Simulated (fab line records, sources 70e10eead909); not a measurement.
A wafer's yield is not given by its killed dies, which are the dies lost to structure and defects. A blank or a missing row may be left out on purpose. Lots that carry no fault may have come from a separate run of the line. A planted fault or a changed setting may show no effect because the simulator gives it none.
Chamber matching + flow nand_harc + NHARC_A_STAIRCASE_ETCHBACK_422 on rie_diel-12 has 4 sister chambers
The step etches the open film in CH3F/O2, target depth 40 nm, time 74.286 s. 7 wafers are shown with their chamber, then 8 later ones without.

## WAFERS, EACH WITH ITS CHAMBER
| wafer  | chamber | showerhead_plenum_p_Torr (Torr) | rf_vpp_V (V) |
|--------|---------|---------------------------------|--------------|
| L079.5 | 0       | 2.54                            | 244.3        |
| L085.2 | 3       | 2.39                            | 242.8        |
| L085.4 | 1       | 2.63                            | 246.4        |
| L084.2 | 3       | 2.39                            | 242.0        |
| L084.3 | 0       | 2.53                            | 245.5        |
| L084.6 | 2       | 2.32                            | 242.9        |
| L088.2 | 2       | 2.32                            | 242.9        |

## WAFERS MISSING THEIR CHAMBER
| wafer  | showerhead_plenum_p_Torr (Torr) | rf_vpp_V (V) |
|--------|---------------------------------|--------------|
| L088.3 | 2.53                            | 246.1        |
| L088.6 | 2.62                            | 245.6        |
| L089.1 | 2.62                            | 246.6        |
| L089.5 | 2.62                            | 246.8        |
| L089.6 | 2.53                            | 246.4        |
| L095.1 | 2.31                            | 243.1        |
| L095.3 | 2.38                            | 244.1        |
| L095.4 | 2.61                            | 245.9        |

## THE CHAMBER EACH PASSED THROUGH
| wafer  | from the rows above | in truth |
|--------|---------------------|----------|
| L088.3 | 0                   | 0        |
| L088.6 | 1                   | 1        |
| L089.1 | 1                   | 1        |
| L089.5 | 1                   | 1        |
| L089.6 | 0                   | 0        |
| L095.1 | 2                   | 2        |
| L095.3 | 3                   | 3        |
| L095.4 | 1                   | 1        |
Correctly placed: 8 of 8. Number that these rows cannot place: 0. Wrongly placed: 0.
How it was worked out, from the rows above alone: a wafer's distance from a chamber is the root of the sum, over the readings, of the square of ((its reading less the chamber's mean) divided by the reading's scatter). If the next closest chamber is less than 2 further off than the closest, the wafer can't be placed; otherwise it belongs to the closest. Each chamber's mean is taken over the wafers shown for it. How the scatter is found: for the shown wafers, subtract from each reading the mean of its chamber, square and add these, divide the total by (wafers less chambers), then take the root.
